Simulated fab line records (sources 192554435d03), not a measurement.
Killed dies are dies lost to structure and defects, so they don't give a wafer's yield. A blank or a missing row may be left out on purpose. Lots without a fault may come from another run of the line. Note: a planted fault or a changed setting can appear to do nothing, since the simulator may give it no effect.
Split-lot experiment + flow n5-finfet + route with 1938 steps; 7 lots, 21 wafers read

## ABOUT THE SPLIT
At N5_BEOL_M0_ETCH_109 (etches SiCN in CH3F/O2, target depth 8 nm, overetch 2.4 nm, time 27.4 s), the setting bias-w was moved away from the recipe's 75 W on 6 of the 21 wafers read, by +7.1% to +15.6%. The other wafers ran this setting at the recipe's value.

The reading is taken at the split's own step.

## THE READING
rf-vpp-V, in V, at N5_BEOL_M0_ETCH_109 (etches SiCN in CH3F/O2, target depth 8 nm, overetch 2.4 nm, time 27.4 s). Typical for fault-free wafers on this fab line: 297.2 V, with standard deviation 1.4 V.

| wafer  | tool, chamber at the split | bias-w as run, W | against the recipe | rf-vpp-V, V | against lot-mates on the recipe |
|--------|----------------------------|------------------|--------------------|-------------|---------------------------------|
| L079.3 | rie-diel-06, 3             | 75               | recipe             | 297.3       | -                               |
| L079.5 | rie-diel-06, 0             | 75               | recipe             | 296.7       | -                               |
| L079.6 | rie-diel-06, 1             | 75               | recipe             | 297.2       | -                               |
| L080.1 | rie-diel-06, 2             | 86.68            | +15.6%             | 324.5       | +28.1                           |
| L080.5 | rie-diel-06, 1             | 86.68            | +15.6%             | 323.9       | +27.5                           |
| L080.6 | rie-diel-06, 0             | 75               | recipe             | 296.4       | -                               |
| L087.1 | rie-diel-02, 3             | 75               | recipe             | 298.4       | -                               |
| L087.4 | rie-diel-02, 0             | 75               | recipe             | 297.8       | -                               |
| L087.5 | rie-diel-02, 1             | 75               | recipe             | 296.5       | -                               |
| L086.1 | rie-diel-06, 3             | 75               | recipe             | 297.0       | -                               |
| L086.2 | rie-diel-06, 2             | 85.04            | +13.4%             | 319.9       | +23.5                           |
| L086.3 | rie-diel-06, 0             | 75               | recipe             | 295.8       | -                               |
| L088.1 | rie-diel-03, 1             | 85.55            | +14.1%             | 323.8       | +27.2                           |
| L088.3 | rie-diel-03, 3             | 75               | recipe             | 296.6       | -                               |
| L088.6 | rie-diel-03, 2             | 85.55            | +14.1%             | 323.0       | +26.4                           |
| L089.2 | rie-diel-02, 0             | 80.36            | +7.1%              | 311.0       | +12.9                           |
| L089.4 | rie-diel-02, 2             | 75               | recipe             | 297.2       | -                               |
| L089.6 | rie-diel-02, 3             | 75               | recipe             | 299.0       | -                               |
| L093.4 | rie-diel-03, 1             | 75               | recipe             | 297.7       | -                               |
| L093.5 | rie-diel-03, 3             | 75               | recipe             | 297.8       | -                               |
| L093.6 | rie-diel-03, 2             | 75               | recipe             | 297.0       | -                               |

FIT RESULTS
A straight line over all 21 wafers: rf-vpp-V changes by +1.78 V for each +1% of bias-w; r = +1.00; the points scatter about the line by 0.92 V.
The same after taking each lot's own level away (the mean of its wafers on the recipe; 21 wafers): +1.82 V for each +1%; r = +1.00; scatter 0.71 V.
Per that fit: largest bias-w move, reading shift of 28 V.
Measured against the standard deviation above, the lots' own levels, which go from 296.40 to 298.10 V, span 1.2 times it.
The two slopes are in agreement: the lot-to-lot level therefore moves the slope only a little.
Check: +28.5 V against its lot-mates is what the line predicts for one of the wafers moved furthest among these (+15.6%) when that wafer is left out of the fit. Against them it came out at +28.1 V.
Tool readings at the split's step, against how far the setting was moved: rf-vpp-V r = +1.00.

## THESE WAFERS: OTHER SPLITS
These wafers also went through other splits before the reading. Each is held against what the fit with the lots' levels taken away leaves over:
| other split on the same wafers        | wafers away from the commonest value | r with rf-vpp-V (lot level and that fit taken away) |
|---------------------------------------|--------------------------------------|-----------------------------------------------------|
| N5_HKMG_FIN_PEB_10 peb-time-s         | 11                                   | -0.29                                               |
| N5_GATE_CUT_ETCH_37 bias-w            | 7                                    | +0.20                                               |
| N5_MOL_CONTACT_COAG_ALD_27 time-s     | 6                                    | +0.01                                               |
| N5_MOL_CONTACT_COAG_EXPOSE_81 dose-mj | 6                                    | +0.11                                               |
| N5_MOL_CONTACT_COAG_ETCH_91 source-w  | 6                                    | +0.52                                               |
| N5_BEOL_M0_SAQP_COAT_08 spin-rpm      | 7                                    | +0.23                                               |

## THE FILE'S OWN FIT
rf-vpp-V changes by +1.81 V for each +1% of bias-w, r = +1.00.
